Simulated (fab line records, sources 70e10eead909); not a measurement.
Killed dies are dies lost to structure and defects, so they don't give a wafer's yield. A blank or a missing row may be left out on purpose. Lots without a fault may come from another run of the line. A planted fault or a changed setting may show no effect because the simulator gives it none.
fab line records | flow nand_harc
record lots=13 wafers=39 last_day=32
route steps=1302 shown A_CONTACT@983 END@1302
lots that met no fault: from a run of the same line without faults
start_h: hours from the record's first day to the start of the lot's first wafer shown | wait_h: hours since the lot's step before | " the same as in the row above | L1.1+2: a row that stands for several wafers | - no value, or no start given | * or withheld: withheld | < > ~ a bound
route shown NAME@n: a module of which the file shows steps, and the number in the route of the first | usual: mean/standard deviation of fault-free wafers | same: alike in all rows | chamber/n: place in a boat | sites: the reading at each site | _std_site: their standard deviation | _edge_site: outer sites' mean less inner sites' | radius_mm: how far each site lies from the wafer's centre | mask NAME#n: copy n | behind: the tool/chamber that last shaped the wafer | hold: why the lot was held/for how many hours/how that ended | device: the transistor (n, p or np) that didn't switch | end of line: the same wafers' tests at the end of the route | a step without rows: its recipe alone | killed: dies lost to structure and defects at the first sort, not the wafer's yield | map: a wafer's dies, x killed, . not, _ none there
set.NAME: the setting as run; set.NAME@STEP: as run at that earlier step | model.NAME: the simulator's own value behind a step, which no gauge read
steps of the route over a sample of lots; a table a step, a row a wafer
services: from which hour (start_h, from the record's first day; less than 0 if before it) a tool's chamber was out of use, for how many hours, and why
## steps
# step NHARC_A_CONTACT_DEP_24
# recipe target_thk_a=5000 temp_c=400 pressure_torr=6.5 rf_w=900 teos_flow_sccm=161.4 flow_sccm=2650 target_thk_nm=500 gas=O2 material=SiO2
# usual heater_power_w=503/83 throttle_valve_pct=16.1/0.5
# columns lot.wafer tool chamber start_h wait_h heater_power_w throttle_valve_pct
L813.2 pecvd-02 2 477.97 0.2 450 15.8
L813.5 " 1 " " 457 16.3
L813.4 " 0 " " 584 16.3
L814.3 pecvd-02 1 480.69 0.1 461 16.4
L814.2 " 0 " " 602 16.1
L814.6 " 2 " " 453 16.2
L815.1 pecvd-03 0 498.05 0.1 539 15.6
L815.3 " 1 " " 422 15.5
L815.2 " 2 " " 392 16.5
L816.2 pecvd-01 0 518.85 0.1 486 15.8
L816.1 " 2 " " 608 16.5
L816.5 " 2 " " 461 16.3
L817.3 pecvd-01 1 526.11 0.1 684 16.8
L817.4 " 1 " " 712 16.7
L817.6 " 0 " " 463 15.8
L819.3 pecvd-01 1 534.32 0.2 603 16.5
L819.1 " 0 " " 510 15.5
L819.5 " 0 " " 522 15.7
L822.3 pecvd-03 0 565.64 0.1 507 15.1
L822.2 " 1 " " 498 15.4
L822.4 " 0 " " 381 15.3
L824.1 pecvd-03 0 597.12 0.2 503 15.3
L824.4 " 1 " " 515 15.4
L824.6 " 0 " " 376 15.4
L823.1 pecvd-01 0 597.32 0.3 523 16.0
L823.6 " 1 " " 675 16.8
L823.5 " 0 " " 405 16.0
L825.3 pecvd-01 0 603.02 0.1 422 15.8
L825.4 " 0 " " 456 15.9
L825.6 " 1 " " 591 16.7
L830.2 pecvd-02 0 649.72 0.1 549 16.2
L830.5 " 2 " " 435 16.2
L830.6 " 1 " " 478 15.4
L831.2 pecvd-03 0 677.48 0.1 460 15.4
L831.5 " 0 " " 481 15.4
L831.4 " 1 " " 432 15.4
L832.1 pecvd-02 2 682.91 0.1 488 16.4
L832.2 " 0 " " 638 16.3
L832.5 " 0 " " 486 16.5
# step NHARC_A_CONTACT_DEP_29
# recipe target_thk_a=1000 target_thk_nm=100 temp_c=400 pressure_torr=3.5 flow_sccm=200 rf_w=350 material=SiON
# usual heater_power_w=700/85
# columns lot.wafer tool chamber start_h wait_h heater_power_w
L813.2 pecvd-02 1 484.90 2.9 683
L813.4 " 0 " " 753
L813.5 " 2 " " 708
L814.2 pecvd-01 2 487.63 2.9 707
L814.3 " 0 " " 645
L814.6 " 0 " " 657
L815.1 pecvd-02 2 507.85 3.5 641
L815.2 " 0 " " 795
L815.3 " 1 " " 704
L816.1 pecvd-01 1 523.76 3.6 905
L816.2 " 2 " " 788
L816.5 " 0 " " 664
L817.3 pecvd-01 2 533.08 2.2 799
L817.4 " 2 " " 649
L817.6 " 1 " " 833
L819.3 pecvd-01 2 539.23 2.2 722
L819.1 " 0 " " 690
L819.5 " 2 " " 717
L822.2 pecvd-01 1 573.10 2.9 753
L822.3 " 2 " " 728
L822.4 " 2 " " 715
L824.1 pecvd-03 0 601.84 3.5 679
L824.4 " 0 " " 687
L824.6 " 1 " " 704
L823.1 pecvd-01 2 602.09 3.6 779
L823.5 " 2 " " 793
L823.6 " 0 " " 615
L825.3 pecvd-03 1 607.89 2.2 744
L825.4 " 1 " " 775
L825.6 " 2 " " 541
L830.2 pecvd-03 2 654.79 3.1 558
L830.6 " 0 " " 623
L830.5 " 1 " " 743
L831.2 pecvd-03 2 682.48 2.9 582
L831.5 " 1 " " 674
L831.4 " 0 " " 663
L832.1 pecvd-02 2 687.80 3.6 639
L832.2 " 1 " " 638
L832.5 " 2 " " 637
# step NHARC_A_CONTACT_CD_MEAS_42
# recipe target_cd_nm=300 landing_energy_ev=500
# usual cd_nm=300.0/0.42
# columns lot.wafer tool chamber start_h wait_h cd_nm
L813.2 cd_sem-02 0 485.47 - 299.9
L813.4 " 0 " " 300.2
L813.5 " 0 " " 300.0
L814.2 cd_sem-01 0 488.31 - 300.0
L814.3 " 0 " " 300.5
L814.6 " 0 " " 300.9
L815.1 cd_sem-01 0 508.44 - 300.4
L815.2 " 0 " " 300.4
L815.3 " 0 " " 299.9
L816.1 cd_sem-02 0 524.33 - 299.3
L816.2 " 0 " " 300.7
L816.5 " 0 " " 300.2
L817.3 cd_sem-02 0 533.84 - 299.6
L817.4 " 0 " " 299.1
L817.6 " 0 " " 299.9
L819.1 cd_sem-01 0 539.96 - 299.7
L819.3 " 0 " " 299.9
L819.5 " 0 " " 299.8
L822.2 cd_sem-03 0 573.67 - 300.3
L822.3 " 0 " " 300.7
L822.4 " 0 " " 300.1
L824.1 cd_sem-01 0 602.55 - 299.9
L824.4 " 0 " " 300.4
L824.6 " 0 " " 300.2
L823.1 cd_sem-02 0 602.82 - 299.9
L823.5 " 0 " " 300.1
L823.6 " 0 " " 299.2
L825.3 cd_sem-02 0 608.49 - 300.1
L825.4 " 0 " " 300.2
L825.6 " 0 " " 299.6
L830.2 cd_sem-01 0 655.46 - 300.4
L830.5 " 0 " " 300.8
L830.6 " 0 " " 300.1
L831.2 cd_sem-01 0 683.04 - 300.0
L831.4 " 0 " " 300.0
L831.5 " 0 " " 300.0
L832.1 cd_sem-01 0 688.52 - 300.1
L832.2 " 0 " " 300.4
L832.5 " 0 " " 300.5
# step NHARC_A_CONTACT_ETCH_49
# recipe target_depth_a=2600 over_etch_frac=0.3 time_s=475.3 ion_energy_ev=200 n2_flow_sccm=150 h2_flow_sccm=150 ar_flow_sccm=0 rf_w=400 bias_w=150 chemistry=N2/H2
# usual bias_w=150.0/0.44 chamber_pressure_mTorr=29.998/0.025 drypump_motor_current_A=5.8/0.49 h2_flow_sccm=149.9/0.47 oes_product_au=1.000/0.0074 rf_vpp_V=430.3/2.4 showerhead_plenum_p_Torr=2.03/0.081 throttle_valve_pct=14.171/0.0087
# columns lot.wafer tool chamber start_h wait_h bias_w chamber_pressure_mTorr drypump_motor_current_A h2_flow_sccm oes_product_au rf_hours_counter_h rf_vpp_V showerhead_plenum_p_Torr throttle_valve_pct
L813.4 rie_diel-08 2 485.96 - 150.3 30.024 6.2 149.9 1.005 41 430.3 2.06 14.168
L813.2 " 0 " " 150.2 30.018 6.4 149.7 1.005 35 427.8 1.98 14.164
L813.5 " 1 " " 148.7 30.001 5.7 150.2 0.993 - 428.9 1.97 14.178
L814.3 rie_diel-11 3 488.74 - 150.0 29.979 6.5 150.6 0.996 8 426.8 1.92 14.173
L814.2 " 0 " " 149.9 29.951 5.2 150.1 1.012 9 433.5 2.13 14.195
L814.6 " 2 " " 149.6 30.001 5.4 150.5 1.009 - 432.1 2.08 14.163
L815.3 rie_diel-11 0 508.81 - 149.9 29.989 5.2 150.0 1.006 12 434.2 2.12 14.162
L815.1 " 1 " " 149.8 30.025 5.5 148.9 0.994 12 429.1 2.06 14.176
L815.2 " 3 " " 150.5 29.960 6.6 149.9 1.004 10 427.9 1.92 14.168
L816.2 rie_diel-11 2 524.69 - 150.2 29.990 5.5 150.9 1.002 14 432.6 2.07 14.177
L816.1 " 1 " " 149.7 29.998 5.5 149.0 0.995 16 432.0 2.06 14.165
L816.5 " 2 " " 149.8 30.004 5.4 149.6 0.993 - 432.5 2.07 14.168
L817.4 rie_diel-11 3 534.19 - 149.6 30.032 6.5 149.2 0.994 14 425.9 1.92 14.172
L817.3 " 0 " " 150.7 30.004 5.2 149.8 1.008 17 432.0 2.12 14.152
L817.6 " 3 " " 149.8 30.003 6.6 150.0 0.993 - 427.3 1.92 14.160
L819.3 rie_diel-11 2 540.39 - 150.4 29.971 5.4 150.7 1.010 17 432.2 2.07 14.173
L819.1 " 3 " " 149.8 29.953 6.5 149.9 0.991 15 426.7 1.92 14.160
L819.5 " 0 " " 150.7 30.001 5.2 149.7 1.005 - 433.5 2.12 14.169
L822.2 rie_diel-08 0 574.09 - 150.0 29.944 6.4 149.4 0.998 5 427.7 1.98 14.185
L822.3 " 2 " " 150.2 29.949 6.2 149.7 1.004 6 429.9 2.05 14.161
L822.4 " 3 " " 149.6 30.003 6.1 149.7 0.987 6 432.7 2.15 14.172
L824.1 rie_diel-03 3 603.06 - 149.7 29.999 6.2 150.1 1.010 46 433.4 2.16 14.163
L824.4 " 0 " " 150.9 30.004 5.7 150.3 0.998 53 428.3 1.96 14.146
L824.6 " 2 " " 150.0 29.983 6.5 150.0 0.999 - 427.6 1.93 14.176
L823.1 rie_diel-11 0 603.25 - 150.1 30.013 5.2 150.2 0.998 27 433.0 2.12 14.170
L823.5 " 2 " " 149.8 29.957 5.5 150.4 1.016 - 431.0 2.07 14.173
L823.6 " 3 " " 149.8 30.000 6.6 150.5 1.009 - 426.8 1.91 14.175
L825.4 rie_diel-11 2 608.84 - 150.1 30.019 5.4 149.6 1.003 30 432.0 2.07 14.172
L825.3 " 0 " " 149.5 29.978 5.2 150.3 1.000 28 433.4 2.12 14.185
L825.6 " 2 " " 150.6 29.983 5.4 149.9 1.020 - 431.6 2.07 14.176
L830.2 rie_diel-11 3 655.86 - 150.4 30.004 6.5 150.5 1.006 7 426.4 1.91 14.167
L830.6 " 2 " " 150.1 30.041 5.4 149.2 1.000 - 429.7 2.07 14.154
L830.5 " 3 " " 150.2 30.006 6.6 150.9 1.002 - 427.9 1.91 14.168
L831.2 rie_diel-11 3 683.44 - - - - - - - - - -
L831.4 " 0 " " - - - - - - - - -
L831.5 " 2 " " - - - - - - - - -
L832.2 rie_diel-11 1 688.88 - - - - - - - - - -
L832.1 " 2 " " - - - - - - - - -
L832.5 " 2 " " - - - - - - - - -
# step NHARC_END_SORT_01
# recipe temp_c=25
# usual killed_at_array=59/19 killed_at_other=0.6/0.85 killed_at_periphery=3.8/2.5 killed_dies=64/19 killed_open=3.3/1.8 killed_short=2.2/1.6
# same gross_dies=677
# columns lot.wafer tool chamber start_h wait_h killed_at_array killed_at_other killed_at_periphery killed_dies killed_open killed_short
L831.2 prober-01 0 762.55 2.8 668 0 9 677 4 3
L831.4 prober-01 0 764.15 3.4 674 0 3 677 2 4
L831.5 prober-01 0 764.94 3.7 670 1 6 677 4 3
L832.1 prober-02 0 764.97 2.5 674 0 3 677 4 0
L832.2 prober-02 0 765.77 2.8 674 1 2 677 4 1
L832.5 prober-02 0 768.17 3.7 671 0 6 677 7 3
# killed by level:class
L831.2 A_CONTACT:area_etch=612 A_SLIT:chamber_film_flake=27 A_CHANNEL_HOLE_D1:chamber_film_flake=18 A_ZERO_WELL:chamber_film_flake=3 P_STI:chamber_film_flake=2 P_GATE:chamber_film_flake=2 A_STAIRCASE:chamber_film_flake=2 P_CONTACT:geometric_particle:short=1
L831.4 A_CONTACT:area_etch=601 A_SLIT:chamber_film_flake=33 A_CHANNEL_HOLE_D1:chamber_film_flake=24 P_GATE:chamber_film_flake=3 A_WL_FILL:chamber_film_flake=3 A_CONTACT:chamber_film_flake=3 A_ONON_D2:geometric_particle:short=2 A_DECK1_JOINT:chamber_film_flake=2
L831.5 A_CONTACT:area_etch=597 A_SLIT:chamber_film_flake=36 A_CHANNEL_HOLE_D1:chamber_film_flake=22 A_CONTACT:chamber_film_flake=7 P_GATE:chamber_film_flake=4 P_M1:geometric_particle:open=1 A_ONON_D1:geometric_particle:open=1 A_CHANNEL_FILL_D1:geometric_particle:short=1
L832.1 A_CONTACT:area_etch=649 A_CHANNEL_HOLE_D1:chamber_film_flake=11 A_SLIT:chamber_film_flake=6 P_GATE:chamber_film_flake=2 P_GATE:geometric_particle:open=1 A_CHANNEL_FILL_D1:geometric_particle:open=1 A_CHANNEL_FILL_D2:geometric_particle:open=1 A_M0:geometric_particle:open=1
L832.2 A_CONTACT:area_etch=650 A_CHANNEL_HOLE_D1:chamber_film_flake=13 A_SLIT:chamber_film_flake=3 A_STAIRCASE:chamber_film_flake=2 A_DECK1_JOINT:geometric_particle:open=1 A_CHANNEL_FILL_D2:geometric_particle:short=1 A_WL_FILL:geometric_particle:open=1 A_BLC:geometric_particle:open=1
L832.5 A_CONTACT:area_etch=640 A_CHANNEL_HOLE_D1:chamber_film_flake=9 A_DECK1_JOINT:chamber_film_flake=5 A_SLIT:chamber_film_flake=5 P_CONTACT:chamber_film_flake=2 A_CHANNEL_FILL_D2:chamber_film_flake=2 A_M1:chamber_film_flake=2 P_GATE:geometric_particle:open=1
## services
# columns tool chamber start_h hours kind
rie_diel-03 - 459.06 9.0 pm
pecvd-01 1 484.64 6.0 repair
rie_diel-03 3 490.72 4.6 repair
pecvd-01 - 492.21 13.0 pm
pecvd-01 0 492.21 13.0 vent_cycle
pecvd-01 1 492.21 13.0 vent_cycle
pecvd-01 2 492.21 13.0 vent_cycle
rie_diel-03 - 503.76 0.7 repair
pecvd-01 0 505.21 - clean
pecvd-03 1 517.36 20.8 repair
rie_diel-08 - 545.69 9.0 pm
pecvd-02 0 545.78 22.0 repair
pecvd-03 - 547.00 13.0 pm
pecvd-02 1 551.98 4.4 repair
pecvd-02 - 589.43 13.0 pm
rie_diel-11 - 610.48 9.0 pm
rie_diel-03 1 627.97 4.9 repair
rie_diel-03 0 632.52 12.3 repair
pecvd-01 - 636.35 0.5 repair
rie_diel-03 - 636.63 9.0 pm
rie_diel-08 2 650.13 11.7 repair
rie_diel-11 3 660.23 4.5 repair
rie_diel-11 1 672.14 4.0 repair
pecvd-01 - 673.21 13.0 pm
## key
first_sign step=NHARC_A_CONTACT_ETCH_49 reading=tool_record direction=missing
effect step=NHARC_END_SORT_01 reading=killed_dies direction=up sigmas=33 usual=64 struck=677
more_kills_born_at NHARC_A_CONTACT_ETCH_49@rie_diel-11=3749
met_at NHARC_A_CONTACT_ETCH_49
struck_lots L831,L832
later_rows_left_out L831.2,L831.4,L831.5,L832.1,L832.2,L832.5
tester_left_out L831,L832
not_acting_at NHARC_A_CONTACT_DEP_24,NHARC_A_CONTACT_DEP_29,NHARC_A_CONTACT_CD_MEAS_42
onset_between 655.86 683.44
fault kind=skipped_step_whole tool=rie_diel-11 chamber=- onset_h=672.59 steps=NHARC_A_CONTACT_ETCH_49 scope=struck_lots_only
# tester_left_out: of these lots the tester's yield and bins aren't shown, on N5 and GAA mostly nor the transistor test; their killed dies are dies lost to structure and defects alone, not to doping, threshold or leakage, so they don't give the yield
# later_rows_left_out: the simulator's readings of these wafers behind a module that went badly wrong aren't trusted and aren't shown, but for the sort
